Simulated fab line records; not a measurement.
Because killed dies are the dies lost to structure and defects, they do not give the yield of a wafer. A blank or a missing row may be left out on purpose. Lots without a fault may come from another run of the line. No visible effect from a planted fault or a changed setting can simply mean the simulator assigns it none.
fab line records -- flow n5Finfet
[record] lots = 7, wafers = 39
route steps=1938 shown GATE_CUT@490 BEOL_M3@1018 BEOL_M4@1024 BEOL_M7@1263
startH: start of the lot's first displayed wafer, in hours after the record's first day -- waitH: hours elapsed since this lot's preceding step -- " unchanged from the row above -- L1.1+2: several wafers, shown together as one row -- - no value present, or no start provided -- * or withheld: withheld -- < > ~ a bound
route shown NAME@n: a module of which the file shows steps, and the number in the route of the first -- usual: the fault-free wafers' mean and standard deviation -- same: alike in all rows -- chamber/n: place in a boat -- sites: each site's reading -- _std_site: the standard deviation of these -- _edge_site: outer sites' mean less inner sites' -- radiusMm: how far each site lies from the wafer's centre -- mask NAME#n: copy n -- behind: the tool/chamber that last shaped the wafer -- hold: the reason the lot was held/the length of the hold in hours/how it ended -- device: whichever transistor did not switch (one of n, p or np) -- end of line: the same wafers' tests at the end of the route -- step lacking rows: just its recipe -- killed: at the first sort, the dies lost to defects and structure; wafer yield is something else -- map: per-die view of a wafer (x killed, . not killed, _ where there is no die)
set.NAME: the run value of the setting; set.NAME@STEP: its run value at that earlier step -- model.NAME: the simulator's own value behind a step, which no gauge read
lots where settings were altered on purpose, with a table for each step and a row for each wafer
[[steps]]
[step N5_GATE_CUT_DESCUM_18]
[recipe] chemistry = O2, timeS = 7, sourcePowerW = 50, biasPowerW = 20, pressureMtorr = 20, rfFrequencyHz = 2.712e+07, tempC = 40, resist = CAR-EUV, o2FlowSccm = 225
lot.wafer,tool,chamber,startH,waitH,set.timeS,model.CAR-EUV_of_GATE_CUT_COAT_07.thkNm
L074.1+3+5,rieDiel-02,"1,0,2",89.47,0.0,9.718,24.8
L074.2+4+6,rieDiel-02,"2,1,0",89.47,0.0,7,26.2
L075.1+3,rieDiel-02,"2,1",91.28,0.0,9.481,25
L075.2,rieDiel-02,0,91.28,0.0,7,26
L075.4+6,rieDiel-02,"0,1",91.28,0.0,7,26.2
L075.5,rieDiel-02,2,91.28,0.0,9.481,24.8
L084.1+2+3+4+5+6,rieDiel-02,"3,0,1,2,3,0",145.59,0.3,7,26.2
L085.1,rieDiel-03,2,149.36,0.0,7,26.2
L085.2+4+5,rieDiel-03,"1,0,1",149.36,0.0,8.782,25.2
L085.3+6,rieDiel-03,"3,2",149.36,0.0,7,26
L090.1+6,rieDiel-01,"3,1",178.40,0.0,7,26.2
L090.2+3+4+5,rieDiel-01,"2,1,0,2",178.40,0.0,7,26
L092.1+4,rieDiel-02,"1,2",195.48,0.0,4.484,27.2
L092.2,rieDiel-02,3,195.48,0.0,7,26.2
L092.3+6,rieDiel-02,"0,2",195.48,0.0,7,26
L092.5,rieDiel-02,3,195.48,0.0,4.484,27.4
L097.1+5+6,rieDiel-03,"1,0,3",221.22,0.2,7,26
[step N5_GATE_CUT_ETCH_28]
[recipe] chemistry = N2/H2, target = underlayer, targetDepthA = 130, maskMaterial = CAR-EUV, timeS = 10.4, ionEnergyEv = 200, pressureMtorr = 30, sourceW = 840, biasW = 150, n2FlowSccm = 200, h2FlowSccm = 200, ends = cleared
lot.wafer,tool,chamber,startH,waitH,set.timeS@GATE_CUT_DESCUM_18,model.CAR-EUV_of_GATE_CUT_COAT_07.thkNm
L074.1+3+5,rieDiel-02,"1,0,2",89.50,0.0,9.718,13.4
L074.2,rieDiel-02,2,89.50,0.0,7,14.6
L074.4+6,rieDiel-02,"1,0",89.50,0.0,7,14.8
L075.1+3+5,rieDiel-02,"2,1,2",91.32,0.0,9.481,13.4
L075.2,rieDiel-02,0,91.32,0.0,7,14.6
L075.4+6,rieDiel-02,"0,1",91.32,0.0,7,14.8
L084.1+2+3+4+5+6,rieDiel-02,"3,0,1,2,3,0",145.62,0.0,7,14.8
L085.1+3,rieDiel-03,"2,3",149.40,0.0,7,14.6
L085.2+4+5,rieDiel-03,"1,0,1",149.40,0.0,8.782,13.8
L085.6,rieDiel-03,2,149.40,0.0,7,14.4
L090.1,rieDiel-01,3,178.44,0.0,7,14.8
L090.2+3+4+5+6,rieDiel-01,"2,1,0,2,1",178.44,0.0,7,14.6
L092.1+4+5,rieDiel-02,"1,2,3",195.52,0.0,4.484,15.8
L092.2+3+6,rieDiel-02,"3,0,2",195.52,0.0,7,14.6
L097.1+6,rieDiel-03,"1,3",221.25,0.0,7,14.4
L097.5,rieDiel-03,0,221.25,0.0,7,14.6
[step N5_BEOL_M3_DEP_57]
[recipe] material = SiCN, targetThkA = 80, tempC = withheld, precursor = 3MS/NH3, pressureTorr = 3, rfW = 202, timeS = 14
lot.wafer,tool,chamber,startH,waitH,set.timeS,model.SiCN_of_BEOL_M3_DEP_57.thkNm
L074.1+5,pecvd-01,2,151.65,0.0,14,7.8
L074.2+6,pecvd-01,1,151.65,0.0,10.63,5.8
L074.3,pecvd-01,0,151.65,0.0,10.63,6
L074.4,pecvd-01,0,151.65,0.0,14,8
L075.1+3+6,pecvd-04,"2,0,1",163.52,0.0,14,8.2
L075.2+5,pecvd-04,"1,0",163.52,0.0,6.154,3.8
L075.4,pecvd-04,2,163.52,0.0,6.154,3.6
L084.1,pecvd-04,1,223.89,0.0,19.21,10.6
L084.2,pecvd-04,0,223.89,0.0,14,8
L084.3+4,pecvd-04,"1,0",223.89,0.0,19.21,11
L084.5,pecvd-04,1,223.89,0.0,14,7.8
L084.6,pecvd-04,0,223.89,0.0,14,8.2
L085.1+4+6,pecvd-02,"0,1,0",225.25,0.0,16.84,9.6
L085.2+5,pecvd-02,2,225.25,0.0,14,8
L085.3,pecvd-02,1,225.25,0.0,14,7.8
L090.1,pecvd-01,1,245.93,0.0,21.67,12.4
L090.2+3,pecvd-01,"0,2",245.93,0.0,21.67,12.2
L090.4+5+6,pecvd-01,"0,1,2",245.93,0.0,14,8
L092.1,pecvd-04,2,265.15,0.0,14,8
L092.2+5,pecvd-04,"0,2",265.15,0.0,10.89,6.4
L092.3,pecvd-04,1,265.15,0.0,10.89,6.2
L092.4,pecvd-04,0,265.15,0.0,14,8.2
L092.6,pecvd-04,1,265.15,0.0,14,7.8
L097.1,pecvd-04,1,302.08,0.0,14,7.8
L097.5+6,pecvd-04,"2,0",302.08,0.0,14,8
[step N5_BEOL_M4_HM_DEP_02]
[recipe] material = TiN, targetThkA = 200, tempC = 25, chamberPressurePa = 0.49996
lot.wafer,tool,chamber,startH,waitH,set.targetThkA,model.TiN_of_BEOL_M4_HM_DEP_02.thkNm
L074.1+6,pvdSputter-02,-,152.81,0.9,246.1,24.4
L074.2+4,pvdSputter-02,-,152.81,0.9,200,19.6
L074.3,pvdSputter-02,-,152.81,0.9,200,19.8
L074.5,pvdSputter-02,-,152.81,0.9,246.1,24.6
L075.1,pvdSputter-02,-,165.74,2.0,200,19.8
L075.2+6,pvdSputter-02,-,165.74,2.0,103.2,10.2
L075.3+4,pvdSputter-02,-,165.74,2.0,200,20
L075.5,pvdSputter-02,-,165.74,2.0,103.2,10.4
L084.1+3+5,pvdSputter-03,-,224.91,0.8,283.9,28.4
L084.2+4+6,pvdSputter-03,-,224.91,0.8,200,19.8
L085.1+2+6,pvdSputter-01,-,228.10,2.6,200,19.8
L085.3+4+5,pvdSputter-01,-,228.10,2.6,255.9,25.4
L090.1,pvdSputter-02,-,246.44,0.3,200,19.6
L090.2,pvdSputter-02,-,246.44,0.3,279.1,27.8
L090.3+6,pvdSputter-02,-,246.44,0.3,200,19.8
L090.4,pvdSputter-02,-,246.44,0.3,279.1,27.6
L090.5,pvdSputter-02,-,246.44,0.3,279.1,27.4
L092.1,pvdSputter-02,-,265.62,0.2,200,19.8
L092.2+3,pvdSputter-02,-,265.62,0.2,126.3,12.2
L092.4,pvdSputter-02,-,265.62,0.2,126.3,12
L092.5+6,pvdSputter-02,-,265.62,0.2,200,19.6
L097.1+6,pvdSputter-02,-,302.50,0.2,200,20.2
L097.5,pvdSputter-02,-,302.50,0.2,200,20
[step N5_BEOL_M4_COAT_61]
[recipe] resist = SOC, tempC = 250, timeS = 60, spinRpm = 1500, resistThkNm = 60
[step N5_BEOL_M4_COAT_62]
[recipe] resist = SiARC, tempC = 220, timeS = 60, spinRpm = 1500, resistThkNm = 12
[step N5_BEOL_M4_STRIP_75]
[recipe] chemistry = N2/H2, tempC = 40, n2FlowSccm = 200, h2FlowSccm = 200, rfFrequencyHz = 6e+07
[step N5_BEOL_M4_STRIP_66]
[recipe] chemistry = CF4, resist = SiARC, powerW = 300, biasPowerW = 75, pressureMtorr = 50, cf4FlowSccm = 150, rfFrequencyHz = 6e+07
[step N5_BEOL_M4_HM_OPEN_17]
[recipe] chemistry = Cl2/BCl3, targetDepthA = 200, overetchA = 60, target = TiN, maskMaterial = SOC, ionEnergyEv = 150, pressureMtorr = 10, icpW = 1000, biasW = 126, Cl2_flow_sccm = 53.25, bcl3FlowSccm = 21.75, Ar_flow_sccm = 25
[usual] oesProductAu = 0.63/0.079
lot.wafer,tool,chamber,startH,waitH,set.targetThkA@BEOL_M4_HM_DEP_02,oesProductAu,model.etch.depthNm
L074.1,rieMetal-01,0,153.78,0.0,246.1,0.70,24.44
L074.2,rieMetal-01,1,153.78,0.0,200,0.59,19.57
L074.3,rieMetal-01,0,153.78,0.0,200,0.62,19.79
L074.4,rieMetal-01,1,153.78,0.0,200,0.59,19.64
L074.5,rieMetal-01,0,153.78,0.0,246.1,0.71,24.55
L074.6,rieMetal-01,1,153.78,0.0,246.1,0.68,24.4
L075.1,rieMetal-03,1,166.66,0.0,200,0.80,19.81
L075.2,rieMetal-03,0,166.66,0.0,103.2,0.49,10.2
L075.3,rieMetal-03,1,166.66,0.0,200,0.80,20.04
L075.4,rieMetal-03,0,166.66,0.0,200,0.68,20.05
L075.5,rieMetal-03,1,166.66,0.0,103.2,0.58,10.43
L075.6,rieMetal-03,0,166.66,0.0,103.2,0.49,10.17
L084.1,rieMetal-02,0,225.70,0.0,283.9,0.66,25.86
L084.2,rieMetal-02,1,225.70,0.0,200,0.56,19.78
L084.3,rieMetal-02,1,225.70,0.0,283.9,0.65,25.71
L084.4,rieMetal-02,0,225.70,0.0,200,0.55,19.73
L084.5,rieMetal-02,1,225.70,0.0,283.9,0.66,25.78
L084.6,rieMetal-02,0,225.70,0.0,200,0.55,19.87
L085.1,rieMetal-02,1,228.87,0.0,200,0.56,19.83
L085.2,rieMetal-02,0,228.87,0.0,200,0.56,19.76
L085.3,rieMetal-02,0,228.87,0.0,255.9,0.64,25.38
L085.4,rieMetal-02,1,228.87,0.0,255.9,0.65,25.45
L085.5,rieMetal-02,0,228.87,0.0,255.9,0.65,25.49
L085.6,rieMetal-02,1,228.87,0.0,200,0.56,19.89
L090.1,rieMetal-03,0,247.21,0.0,200,0.65,19.63
L090.2,rieMetal-03,1,247.21,0.0,279.1,0.89,26.34
L090.3,rieMetal-03,0,247.21,0.0,200,0.66,19.85
L090.4,rieMetal-03,1,247.21,0.0,279.1,0.90,26.26
L090.5,rieMetal-03,1,247.21,0.0,279.1,0.89,26.31
L090.6,rieMetal-03,0,247.21,0.0,200,0.67,19.83
L092.1,rieMetal-02,1,266.50,0.0,200,0.56,19.71
L092.2,rieMetal-02,0,266.50,0.0,126.3,0.43,12.26
L092.3,rieMetal-02,1,266.50,0.0,126.3,0.44,12.28
L092.4,rieMetal-02,0,266.50,0.0,126.3,0.43,11.99
L092.5,rieMetal-02,1,266.50,0.0,200,0.55,19.69
L092.6,rieMetal-02,0,266.50,0.0,200,0.55,19.52
L097.1,rieMetal-02,0,303.40,0.0,200,0.55,20.14
L097.5,rieMetal-02,0,303.40,0.0,200,0.55,20.07
L097.6,rieMetal-02,1,303.40,0.0,200,0.56,20.11
[step N5_BEOL_M4_STRIP_19]
[recipe] chemistry = O2, powerW = 400, tempC = 40, pressureMtorr = 30, rfFrequencyHz = 6e+07, biasPowerW = 0, overashFraction = 0.2, o2FlowSccm = 225
[step N5_BEOL_M4_ETCH_41]
[recipe] chemistry = CH3F/O2, target = SiCN, targetDepthA = 299, taperDeg = 2, timeS = 52.5, ionEnergyEv = 120, maskMaterial = TiN, pressureMtorr = 30, sourceW = 395, biasW = 75, Ar_flow_sccm = 150, CH3F_flow_sccm = 30, O2_flow_sccm = 20
[step N5_BEOL_M4_STRIP_97]
[recipe] chemistry = N2/H2, timeS = 10, powerW = 450, tempC = 40, pressureMtorr = 20, rfFrequencyHz = 6e+07, biasPowerW = 7, n2FlowSccm = 200, h2FlowSccm = 200
[step N5_BEOL_M4_OCD_MEAS_38]
[usual] trenchDepthNm = 55.8/0.8
lot.wafer,tool,chamber,startH,waitH,set.targetThkA@BEOL_M4_HM_DEP_02,trenchDepthNm
L074.1,ocd-01,-,157.62,-,246.1,56.5
L074.2,ocd-01,-,157.62,-,200,57.5
L074.3,ocd-01,-,157.62,-,200,55.8
L074.4,ocd-01,-,157.62,-,200,56.2
L074.5,ocd-01,-,157.62,-,246.1,56.7
L074.6,ocd-01,-,157.62,-,246.1,56.0
L075.1,ocd-01,-,176.19,-,200,55.6
L075.2,ocd-01,-,176.19,-,103.2,55.5
L075.3,ocd-01,-,176.19,-,200,56.3
L075.4,ocd-01,-,176.19,-,200,57.0
L075.5,ocd-01,-,176.19,-,103.2,56.2
L075.6,ocd-01,-,176.19,-,103.2,57.3
L085.1,ocd-02,-,232.48,-,200,54.9
L085.2,ocd-02,-,232.48,-,200,55.4
L085.3,ocd-02,-,232.48,-,255.9,55.8
L085.4,ocd-02,-,232.48,-,255.9,55.3
L085.5,ocd-02,-,232.48,-,255.9,55.2
L085.6,ocd-02,-,232.48,-,200,55.7
L084.1,ocd-02,-,238.96,-,283.9,26.1
L084.2,ocd-02,-,238.96,-,200,55.6
L084.3,ocd-02,-,238.96,-,283.9,24.6
L084.4,ocd-02,-,238.96,-,200,56.9
L084.5,ocd-02,-,238.96,-,283.9,26.4
L084.6,ocd-02,-,238.96,-,200,56.1
L090.1,ocd-02,-,261.50,-,200,57.4
L090.2,ocd-02,-,261.50,-,279.1,48.2
L090.3,ocd-02,-,261.50,-,200,56.1
L090.4,ocd-02,-,261.50,-,279.1,49.8
L090.5,ocd-02,-,261.50,-,279.1,52.8
L090.6,ocd-02,-,261.50,-,200,55.6
L092.1,ocd-01,-,279.23,-,200,55.7
L092.2,ocd-01,-,279.23,-,126.3,54.7
L092.3,ocd-01,-,279.23,-,126.3,54.6
L092.4,ocd-01,-,279.23,-,126.3,55.3
L092.5,ocd-01,-,279.23,-,200,55.7
L092.6,ocd-01,-,279.23,-,200,54.8
L097.1,ocd-02,-,308.88,-,200,55.4
L097.5,ocd-02,-,308.88,-,200,54.9
L097.6,ocd-02,-,308.88,-,200,55.8
[step N5_BEOL_M7_ILD_DEP_00]
[recipe] material = SiCOH_lowk, targetThkA = 1797.5, tempC = 300, precursor = DEMS/porogen, pressureTorr = 5, rfW = 500, timeS = 33.4
lot.wafer,tool,chamber,startH,waitH,set.targetThkA,model.SiCOH_lowk_of_BEOL_M7_ILD_DEP_00.thkNm
L074.1,pecvd-04,2,186.89,0.0,789.9,79.8
L074.2,pecvd-04,1,186.89,0.0,1797.5,180.4
L074.3,pecvd-04,0,186.89,0.0,1797.5,179.6
L074.4,pecvd-04,2,186.89,0.0,789.9,79.4
L074.5,pecvd-04,1,186.89,0.0,1797.5,180.8
L074.6,pecvd-04,0,186.89,0.0,789.9,81.8
L075.1,pecvd-02,0,206.90,0.0,1079,108.2
L075.2,pecvd-02,1,206.90,0.0,1079,106.2
L075.3,pecvd-02,2,206.90,0.0,1797.5,179.8
L075.4,pecvd-02,0,206.90,0.0,1797.5,182.2
L075.5,pecvd-02,1,206.90,0.0,1797.5,181.4
L075.6,pecvd-02,0,206.90,0.0,1079,110.2
L085.1,pecvd-01,1,257.14,0.0,1797.5,179.2
L085.2,pecvd-01,2,257.14,0.0,2591,256.6
L085.3,pecvd-01,0,257.14,0.0,2591,256
L085.4,pecvd-01,1,257.14,0.0,1797.5,183
L085.5,pecvd-01,2,257.14,0.0,1797.5,181.2
L085.6,pecvd-01,0,257.14,0.0,2591,262.4
L084.1,pecvd-01,2,268.32,0.0,1797.5,176.8
L084.2,pecvd-01,0,268.32,0.0,1797.5,177.6
L084.3,pecvd-01,1,268.32,0.0,1797.5,178
L084.4,pecvd-01,1,268.32,0.0,1797.5,182.2
L084.5,pecvd-01,2,268.32,0.0,1797.5,180.4
L084.6,pecvd-01,0,268.32,0.0,1797.5,181.8
L090.1,pecvd-04,0,285.93,0.0,1797.5,179.6
L090.2+6,pecvd-04,2,285.93,0.0,1797.5,180.8
L090.3,pecvd-04,1,285.93,0.0,1797.5,181
L090.4,pecvd-04,1,285.93,0.0,1797.5,184.2
L090.5,pecvd-04,0,285.93,0.0,1797.5,183.2
L092.1,pecvd-02,0,303.84,0.0,2776,276.6
L092.2,pecvd-02,2,303.84,0.0,1797.5,180.8
L092.3,pecvd-02,1,303.84,0.0,2776,274.6
L092.4,pecvd-02,1,303.84,0.0,1797.5,180.6
L092.5,pecvd-02,0,303.84,0.0,1797.5,181.4
L092.6,pecvd-02,2,303.84,0.0,2776,280.6
L097.1,pecvd-04,0,337.76,0.0,1797.5,180.2
L097.5,pecvd-04,0,337.76,0.0,1797.5,185.4
L097.6,pecvd-04,2,337.76,0.0,1797.5,182.4
[step N5_BEOL_M7_CURE_74]
[recipe] tempC = 385, timeS = 240, ambient = He/Ar, material = SiCOH_lowk
lot.wafer,tool,chamber,startH,waitH,set.targetThkA@BEOL_M7_ILD_DEP_00,model.SiCOH_lowk_of_BEOL_M7_ILD_DEP_00.thkNm
L074.1,uvCure-03,1,186.96,0.0,789.9,68.4
L074.2,uvCure-03,1,186.96,0.0,1797.5,155.6
L074.3,uvCure-03,1,186.96,0.0,1797.5,155
L074.4,uvCure-03,1,186.96,0.0,789.9,68
L074.5,uvCure-03,1,186.96,0.0,1797.5,155.8
L074.6,uvCure-03,1,186.96,0.0,789.9,70.2
L075.1,uvCure-03,1,206.98,0.1,1079,93
L075.2,uvCure-03,1,206.98,0.1,1079,91.2
L075.3,uvCure-03,1,206.98,0.1,1797.5,155.2
L075.4,uvCure-03,1,206.98,0.1,1797.5,157
L075.5,uvCure-03,1,206.98,0.1,1797.5,156.4
L075.6,uvCure-03,1,206.98,0.1,1079,94.6
L085.1,uvCure-02,1,257.20,0.0,1797.5,154.6
L085.2,uvCure-02,1,257.20,0.0,2591,222.2
L085.3,uvCure-02,1,257.20,0.0,2591,221.6
L085.4,uvCure-02,1,257.20,0.0,1797.5,157.8
L085.5,uvCure-02,1,257.20,0.0,1797.5,156.4
L085.6,uvCure-02,1,257.20,0.0,2591,227.4
L084.1,uvCure-03,0,268.75,0.4,1797.5,152.4
L084.2,uvCure-03,0,268.75,0.4,1797.5,153.2
L084.3,uvCure-03,0,268.75,0.4,1797.5,153.6
L084.4,uvCure-03,0,268.75,0.4,1797.5,157
L084.5,uvCure-03,0,268.75,0.4,1797.5,155.6
L084.6,uvCure-03,0,268.75,0.4,1797.5,156.8
L090.1,uvCure-02,2,286.00,0.0,1797.5,154.8
L090.2+3,uvCure-02,2,286.00,0.0,1797.5,156
L090.4,uvCure-02,2,286.00,0.0,1797.5,158.8
L090.5,uvCure-02,2,286.00,0.0,1797.5,158
L090.6,uvCure-02,2,286.00,0.0,1797.5,155.8
L092.1,uvCure-01,1,303.90,0.0,2776,239.8
L092.2,uvCure-01,1,303.90,0.0,1797.5,156
L092.3,uvCure-01,1,303.90,0.0,2776,238.2
L092.4,uvCure-01,1,303.90,0.0,1797.5,155.8
L092.5,uvCure-01,1,303.90,0.0,1797.5,156.4
L092.6,uvCure-01,1,303.90,0.0,2776,243.4
L097.1,uvCure-01,1,337.83,0.0,1797.5,155.4
L097.5,uvCure-01,1,337.83,0.0,1797.5,160
L097.6,uvCure-01,1,337.83,0.0,1797.5,157.2
[step N5_BEOL_M7_THK_MEAS_01]
[recipe] reads = SiCOH_lowk_of_BEOL_M7_ILD_DEP_00
[usual] M7_ILD_THK = 155.4/1.8
lot.wafer,tool,chamber,startH,waitH,set.targetThkA@BEOL_M7_ILD_DEP_00,M7_ILD_THK[nm]
L074.1,filmMetro-02,-,187.47,0.4,789.9,68.4
L074.2,filmMetro-02,-,187.47,0.4,1797.5,155.5
L074.3,filmMetro-02,-,187.47,0.4,1797.5,154.9
L074.4,filmMetro-02,-,187.47,0.4,789.9,68.1
L074.5,filmMetro-02,-,187.47,0.4,1797.5,155.9
L074.6,filmMetro-02,-,187.47,0.4,789.9,70.2
L075.1,filmMetro-02,-,207.50,0.4,1079,92.9
L075.2,filmMetro-02,-,207.50,0.4,1079,91.2
L075.3,filmMetro-02,-,207.50,0.4,1797.5,155.2
L075.4,filmMetro-02,-,207.50,0.4,1797.5,157.1
L075.5,filmMetro-02,-,207.50,0.4,1797.5,156.4
L075.6,filmMetro-02,-,207.50,0.4,1079,94.6
L085.1,filmMetro-01,-,257.72,0.4,1797.5,154.5
L085.2,filmMetro-01,-,257.72,0.4,2591,222.1
L085.3,filmMetro-01,-,257.72,0.4,2591,221.7
L085.4,filmMetro-01,-,257.72,0.4,1797.5,157.7
L085.5,filmMetro-01,-,257.72,0.4,1797.5,156.3
L085.6,filmMetro-01,-,257.72,0.4,2591,227.4
L084.1,filmMetro-01,-,269.26,0.4,1797.5,152.4
L084.2,filmMetro-01,-,269.26,0.4,1797.5,153.5
L084.3,filmMetro-01,-,269.26,0.4,1797.5,153.5
L084.4,filmMetro-01,-,269.26,0.4,1797.5,157.0
L084.5,filmMetro-01,-,269.26,0.4,1797.5,155.5
L084.6,filmMetro-01,-,269.26,0.4,1797.5,156.8
L090.1,filmMetro-01,-,286.51,0.4,1797.5,154.9
L090.2,filmMetro-01,-,286.51,0.4,1797.5,155.9
L090.3,filmMetro-01,-,286.51,0.4,1797.5,156.0
L090.4,filmMetro-01,-,286.51,0.4,1797.5,158.8
L090.5,filmMetro-01,-,286.51,0.4,1797.5,158.0
L090.6,filmMetro-01,-,286.51,0.4,1797.5,155.8
L092.1,filmMetro-01,-,304.42,0.4,2776,239.8
L092.2,filmMetro-01,-,304.42,0.4,1797.5,156.0
L092.3,filmMetro-01,-,304.42,0.4,2776,238.2
L092.4,filmMetro-01,-,304.42,0.4,1797.5,155.9
L092.5,filmMetro-01,-,304.42,0.4,1797.5,156.4
L092.6,filmMetro-01,-,304.42,0.4,2776,243.5
L097.1,filmMetro-02,-,338.34,0.4,1797.5,155.4
L097.5,filmMetro-02,-,338.34,0.4,1797.5,160.1
L097.6,filmMetro-02,-,338.34,0.4,1797.5,157.1
[[key]]
[split] step = N5_GATE_CUT_DESCUM_18, setting = timeS, stated = 7, by = wafer
[response] step = N5_GATE_CUT_DESCUM_18, reading = model.CAR-EUV_of_GATE_CUT_COAT_07.thkNm, change = -0.0345, per = 1%, r = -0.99
[response] step = N5_GATE_CUT_ETCH_28, reading = model.CAR-EUV_of_GATE_CUT_COAT_07.thkNm, change = -0.0342, per = 1%, r = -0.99
[split] step = N5_BEOL_M3_DEP_57, setting = timeS, stated = 14, by = wafer
[response] step = N5_BEOL_M3_DEP_57, reading = model.SiCN_of_BEOL_M3_DEP_57.thkNm, change = +0.0788, per = 1%, r = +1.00
[split] step = N5_BEOL_M4_HM_DEP_02, setting = targetThkA, stated = 200, by = wafer
[response] step = N5_BEOL_M4_HM_DEP_02, reading = model.TiN_of_BEOL_M4_HM_DEP_02.thkNm, change = +0.202, per = 1%, r = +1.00
[response] step = N5_BEOL_M4_HM_OPEN_17, reading = oesProductAu, change = +0.00407, per = 1%, r = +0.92
[response] step = N5_BEOL_M4_HM_OPEN_17, reading = model.etch.depthNm, change = +0.183, per = 1%, r = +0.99
[response] step = N5_BEOL_M4_OCD_MEAS_38, reading = trenchDepthNm, shape = bent, atLowest = 56.3, atStated = 55.9, atHighest = 25.7
[split] step = N5_BEOL_M7_ILD_DEP_00, setting = targetThkA, stated = 1797.5, by = wafer
[response] step = N5_BEOL_M7_ILD_DEP_00, reading = model.SiCOH_lowk_of_BEOL_M7_ILD_DEP_00.thkNm, change = +1.78, per = 1%, r = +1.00
[response] step = N5_BEOL_M7_CURE_74, reading = model.SiCOH_lowk_of_BEOL_M7_ILD_DEP_00.thkNm, change = +1.55, per = 1%, r = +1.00
[response] step = N5_BEOL_M7_THK_MEAS_01, reading = M7_ILD_THK, change = +1.55, per = 1%, r = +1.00
